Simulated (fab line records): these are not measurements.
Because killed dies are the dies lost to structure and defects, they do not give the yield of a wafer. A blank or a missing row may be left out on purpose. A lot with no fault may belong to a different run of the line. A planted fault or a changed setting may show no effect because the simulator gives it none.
Chamber matching || flow n5-finfet || N5_BEOL_M6_PECVD_70 on pecvd-04 has 3 sister chambers
The step deposits SiO2 from TEOS/O2, target thk 20 nm, time 22.7 s. 24 wafers are shown with their chamber, then 12 later ones without.

## WAFERS PAIRED WITH THEIR CHAMBERS
{"wafer": "L079.2", "chamber": 0, "throttle-valve-pct (%)": 21.1, "showerhead-plenum-p-Torr (Torr)": 8.89, "heater-power-w (W)": 739}
{"wafer": "L079.3", "chamber": 1, "throttle-valve-pct (%)": 22.9, "showerhead-plenum-p-Torr (Torr)": 8.83, "heater-power-w (W)": 801}
{"wafer": "L079.6", "chamber": 1, "throttle-valve-pct (%)": 22.9, "showerhead-plenum-p-Torr (Torr)": 8.84, "heater-power-w (W)": 799}
{"wafer": "L080.1", "chamber": 1, "throttle-valve-pct (%)": 23.1, "showerhead-plenum-p-Torr (Torr)": 8.84, "heater-power-w (W)": 855}
{"wafer": "L080.2", "chamber": 2, "throttle-valve-pct (%)": 20.9, "showerhead-plenum-p-Torr (Torr)": 8.82, "heater-power-w (W)": 648}
{"wafer": "L080.3", "chamber": 0, "throttle-valve-pct (%)": 21.3, "showerhead-plenum-p-Torr (Torr)": 8.89, "heater-power-w (W)": 684}
{"wafer": "L082.4", "chamber": 1, "throttle-valve-pct (%)": 23.2, "showerhead-plenum-p-Torr (Torr)": 8.84, "heater-power-w (W)": 856}
{"wafer": "L082.5", "chamber": 0, "throttle-valve-pct (%)": 21.3, "showerhead-plenum-p-Torr (Torr)": 8.88, "heater-power-w (W)": 747}
{"wafer": "L082.6", "chamber": 1, "throttle-valve-pct (%)": 23.0, "showerhead-plenum-p-Torr (Torr)": 8.83, "heater-power-w (W)": 852}
{"wafer": "L084.1", "chamber": 1, "throttle-valve-pct (%)": 22.9, "showerhead-plenum-p-Torr (Torr)": 8.84, "heater-power-w (W)": 720}
{"wafer": "L084.4", "chamber": 0, "throttle-valve-pct (%)": 21.1, "showerhead-plenum-p-Torr (Torr)": 8.89, "heater-power-w (W)": 743}
{"wafer": "L084.6", "chamber": 1, "throttle-valve-pct (%)": 23.0, "showerhead-plenum-p-Torr (Torr)": 8.85, "heater-power-w (W)": 748}
{"wafer": "L085.2", "chamber": 0, "throttle-valve-pct (%)": 21.3, "showerhead-plenum-p-Torr (Torr)": 8.92, "heater-power-w (W)": 658}
{"wafer": "L085.3", "chamber": 1, "throttle-valve-pct (%)": 23.1, "showerhead-plenum-p-Torr (Torr)": 8.84, "heater-power-w (W)": 760}
{"wafer": "L085.4", "chamber": 2, "throttle-valve-pct (%)": 20.8, "showerhead-plenum-p-Torr (Torr)": 8.82, "heater-power-w (W)": 764}
{"wafer": "L087.1", "chamber": 0, "throttle-valve-pct (%)": 21.3, "showerhead-plenum-p-Torr (Torr)": 8.87, "heater-power-w (W)": 653}
{"wafer": "L087.4", "chamber": 0, "throttle-valve-pct (%)": 21.1, "showerhead-plenum-p-Torr (Torr)": 8.89, "heater-power-w (W)": 658}
{"wafer": "L087.5", "chamber": 1, "throttle-valve-pct (%)": 23.0, "showerhead-plenum-p-Torr (Torr)": 8.81, "heater-power-w (W)": 860}
{"wafer": "L088.1", "chamber": 1, "throttle-valve-pct (%)": 23.2, "showerhead-plenum-p-Torr (Torr)": 8.84, "heater-power-w (W)": 866}
{"wafer": "L088.3", "chamber": 0, "throttle-valve-pct (%)": 21.2, "showerhead-plenum-p-Torr (Torr)": 8.89, "heater-power-w (W)": 701}
{"wafer": "L088.6", "chamber": 2, "throttle-valve-pct (%)": 20.9, "showerhead-plenum-p-Torr (Torr)": 8.81, "heater-power-w (W)": 647}
{"wafer": "L093.2", "chamber": 2, "throttle-valve-pct (%)": 21.4, "showerhead-plenum-p-Torr (Torr)": 8.83, "heater-power-w (W)": 776}
{"wafer": "L093.4", "chamber": 2, "throttle-valve-pct (%)": 21.1, "showerhead-plenum-p-Torr (Torr)": 8.82, "heater-power-w (W)": 789}
{"wafer": "L093.5", "chamber": 1, "throttle-valve-pct (%)": 23.1, "showerhead-plenum-p-Torr (Torr)": 8.84, "heater-power-w (W)": 769}

SIGNATURES, as means of the wafers listed above
{"reading": "throttle-valve-pct", "chamber 0": 21.213, "chamber 1": 23.036, "chamber 2": 21.020, "scatter within a chamber": 0.142}
{"reading": "showerhead-plenum-p-Torr", "chamber 0": 8.8900, "chamber 1": 8.8364, "chamber 2": 8.8200, "scatter within a chamber": 0.0112}
{"reading": "heater-power-w", "chamber 0": 697.88, "chamber 1": 807.82, "chamber 2": 724.80, "scatter within a chamber": 53.3}
Rule: for each reading, subtract the chamber's mean from the wafer's reading, divide by that reading's scatter and square the result; add these up over the readings and take the root, which gives the wafer's distance from the chamber. If the next closest chamber is less than 2 further off than the closest, the wafer can't be placed; otherwise it belongs to the closest. The scatter is the square root of a quotient: the sum, over the shown wafers, of each reading's squared deviation from its chamber's mean, divided by wafers minus chambers.

## WAFERS WITH NO CHAMBER GIVEN
{"wafer": "L091.2", "throttle-valve-pct (%)": 21.5, "showerhead-plenum-p-Torr (Torr)": 8.91, "heater-power-w (W)": 707}
{"wafer": "L091.4", "throttle-valve-pct (%)": 21.4, "showerhead-plenum-p-Torr (Torr)": 8.89, "heater-power-w (W)": 717}
{"wafer": "L091.5", "throttle-valve-pct (%)": 20.8, "showerhead-plenum-p-Torr (Torr)": 8.81, "heater-power-w (W)": 783}
{"wafer": "L096.2", "throttle-valve-pct (%)": 20.9, "showerhead-plenum-p-Torr (Torr)": 8.83, "heater-power-w (W)": 701}
{"wafer": "L096.4", "throttle-valve-pct (%)": 21.0, "showerhead-plenum-p-Torr (Torr)": 8.90, "heater-power-w (W)": 631}
{"wafer": "L096.6", "throttle-valve-pct (%)": 21.1, "showerhead-plenum-p-Torr (Torr)": 8.82, "heater-power-w (W)": 718}
{"wafer": "L092.1", "throttle-valve-pct (%)": 21.2, "showerhead-plenum-p-Torr (Torr)": 8.81, "heater-power-w (W)": 765}
{"wafer": "L092.2", "throttle-valve-pct (%)": 23.1, "showerhead-plenum-p-Torr (Torr)": 8.82, "heater-power-w (W)": 829}
{"wafer": "L092.5", "throttle-valve-pct (%)": 23.1, "showerhead-plenum-p-Torr (Torr)": 8.83, "heater-power-w (W)": 818}
{"wafer": "L097.2", "throttle-valve-pct (%)": 21.3, "showerhead-plenum-p-Torr (Torr)": 8.89, "heater-power-w (W)": 667}
{"wafer": "L097.3", "throttle-valve-pct (%)": 21.0, "showerhead-plenum-p-Torr (Torr)": 8.81, "heater-power-w (W)": 758}
{"wafer": "L097.5", "throttle-valve-pct (%)": 21.3, "showerhead-plenum-p-Torr (Torr)": 8.83, "heater-power-w (W)": 748}

## THE CHAMBER EACH PASSED THROUGH
{"wafer": "L091.2", "from the rows above": 0, "in truth": 0}
{"wafer": "L091.4", "from the rows above": 0, "in truth": 0}
{"wafer": "L091.5", "from the rows above": 2, "in truth": 2}
{"wafer": "L096.2", "from the rows above": 2, "in truth": 2}
{"wafer": "L096.4", "from the rows above": 0, "in truth": 0}
{"wafer": "L096.6", "from the rows above": 2, "in truth": 2}
{"wafer": "L092.1", "from the rows above": 2, "in truth": 2}
{"wafer": "L092.2", "from the rows above": 1, "in truth": 1}
{"wafer": "L092.5", "from the rows above": 1, "in truth": 1}
{"wafer": "L097.2", "from the rows above": 0, "in truth": 0}
{"wafer": "L097.3", "from the rows above": 2, "in truth": 2}
{"wafer": "L097.5", "from the rows above": 2, "in truth": 2}
12 of 12 placed correctly. Not placeable from these rows: 0. Number placed wrongly: 0.
